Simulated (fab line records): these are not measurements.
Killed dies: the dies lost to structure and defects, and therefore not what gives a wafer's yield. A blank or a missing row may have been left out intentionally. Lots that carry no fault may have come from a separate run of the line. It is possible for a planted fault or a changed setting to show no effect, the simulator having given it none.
3 desks looking at one fault + flow n5 finfet + each desk has only its own numbers; what lay behind them comes last

THE DEFECT DESK
Per lot, the means of the sampled wafers with a number show what the inspections along the route counted. The brackets show how far a lot's mean lies from the usual mean; more than 4 standard deviations puts the lot out of limits, marked OUT.
Columns: A = raw defect count at N5_BEOL_M9_INSPECT_13, usual 403
| lot  | first seen here | A   |
|------|-----------------|-----|
| L890 | day 9 21:55     | 382 |
| L889 | day 10 06:10    | 400 |
| L891 | day 10 06:16    | 377 |
| L892 | day 10 19:41    | 300 |
| L897 | day 11 19:23    | 335 |
| L898 | day 12 08:04    | 421 |
| L900 | day 12 08:16    | 451 |
| L899 | day 12 08:39    | 386 |
| L903 | day 13 10:01    | 591 |
| L906 | day 14 02:56    | 419 |
| L910 | day 14 23:47    | 376 |
| L908 | day 15 05:46    | 330 |
| L909 | day 15 11:44    | 291 |
| L912 | day 16 00:47    | 382 |
Finding of this desk: none of the 14 lots has anything out of limits.

DESK OF THE TOOL OWNER: euv scanner-01
The tool's own readings at N5_BEOL_M9_EXPOSE_25 (exposes mask V8): means of the sampled wafers that have a number, for each lot that ran on this tool. The brackets show how far a lot's mean lies from the usual mean; more than 4 standard deviations puts the lot out of limits, marked OUT.
Columns: A = exposure dose mJ cm2 at N5_BEOL_M9_EXPOSE_25, usual 37.12; B = focus offset nm at N5_BEOL_M9_EXPOSE_25, usual 0.0 nm
| lot  | first seen here | A     | B    |
|------|-----------------|-------|------|
| L889 | day 10 11:19    | 37.16 | 0.3  |
| L892 | day 10 22:10    | 37.11 | -0.5 |
| L897 | day 11 23:32    | 37.18 | 0.2  |
| L903 | day 13 11:19    | 37.09 | -0.3 |
| L906 | day 14 03:38    | 37.11 | -1.1 |
| L910 | day 15 04:25    | 37.08 | 0.6  |
| L908 | day 15 07:03    | 37.16 | -0.1 |
| L909 | day 15 14:28    | 37.12 | -0.5 |
Finding of this desk: none of the 8 lots has anything out of limits.

FROM THE METROLOGY DESK
Means of the sampled wafers that have a number, per lot and without regard to the tool the lot ran on: this is what the gauges read. The brackets show how far a lot's mean lies from the usual mean; more than 4 standard deviations puts the lot out of limits, marked OUT.
Columns: A = cd nm at N5_BEOL_M9_CD_MEAS_28, usual 70.05 nm
| lot  | first seen here | A     |
|------|-----------------|-------|
| L890 | day 9 23:20     | 70.12 |
| L891 | day 10 11:16    | 70.37 |
| L889 | day 10 11:26    | 70.03 |
| L892 | day 10 22:17    | 69.80 |
| L897 | day 11 23:39    | 70.10 |
| L898 | day 12 10:16    | 70.20 |
| L903 | day 13 11:26    | 69.68 |
| L906 | day 14 03:46    | 69.96 |
| L910 | day 15 04:32    | 70.14 |
| L908 | day 15 07:11    | 70.17 |
| L909 | day 15 14:36    | 70.22 |
| L912 | day 16 01:47    | 69.99 |
Finding of this desk: none of the 12 lots has anything out of limits.

TAKEN TOGETHER
Nothing the defect desk looked at was out of limits.
Nothing out of limits was seen by the tool owner's desk.
The metrology desk saw nothing out of limits.

WHAT THE SIMULATOR HAD PUT IN
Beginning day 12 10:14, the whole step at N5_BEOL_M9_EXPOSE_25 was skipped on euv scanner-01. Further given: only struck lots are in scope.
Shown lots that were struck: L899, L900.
